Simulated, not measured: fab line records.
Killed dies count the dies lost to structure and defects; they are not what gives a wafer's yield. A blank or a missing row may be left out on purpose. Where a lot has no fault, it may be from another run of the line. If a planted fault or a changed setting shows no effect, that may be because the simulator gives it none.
Matching of chambers + flow nand_harc + 4 sister chambers for NHARC_A_STAIRCASE_TRIM_222 on rie_diel-06
The step chemistry O2, time 211.2 s. 4 wafers are shown with their chamber, then 7 later ones without.

## EACH WAFER AND ITS CHAMBER
| wafer  | chamber | drypump_motor_current_A (A) |
|--------|---------|-----------------------------|
| L102.4 | 1       | 5.4                         |
| L104.1 | 0       | 6.0                         |
| L104.2 | 3       | 4.8                         |
| L104.3 | 2       | 5.5                         |

## WAFERS MISSING THEIR CHAMBER
| wafer  | drypump_motor_current_A (A) |
|--------|-----------------------------|
| L105.1 | 5.6                         |
| L105.2 | 4.8                         |
| L105.6 | 5.4                         |
| L111.5 | 5.4                         |
| L111.6 | 5.5                         |
| L112.2 | 5.4                         |
| L112.6 | 6.0                         |

## CHAMBER TAKEN BY EACH
| wafer  | from the rows above | in truth |
|--------|---------------------|----------|
| L105.1 | 2                   | 2        |
| L105.2 | 3                   | 3        |
| L105.6 | 1                   | 1        |
| L111.5 | 1                   | 1        |
| L111.6 | 2                   | 2        |
| L112.2 | 1                   | 1        |
| L112.6 | 0                   | 0        |
Correct placement for 7 of the 7. From these rows, 0 cannot be placed. 0 placed wrongly.
How it was worked out, from the rows above alone: a wafer's distance from a chamber is the root of the sum, over the readings, of the square of ((its reading less the chamber's mean) divided by the reading's scatter). If the next closest chamber is less than 2 further off than the closest, the wafer can't be placed; otherwise it belongs to the closest. Each chamber's mean is taken over the wafers shown for it. The scatter (one wafer shown for each chamber): square how far every hidden wafer sits from the nearest shown wafer, average those squares and take the square root.
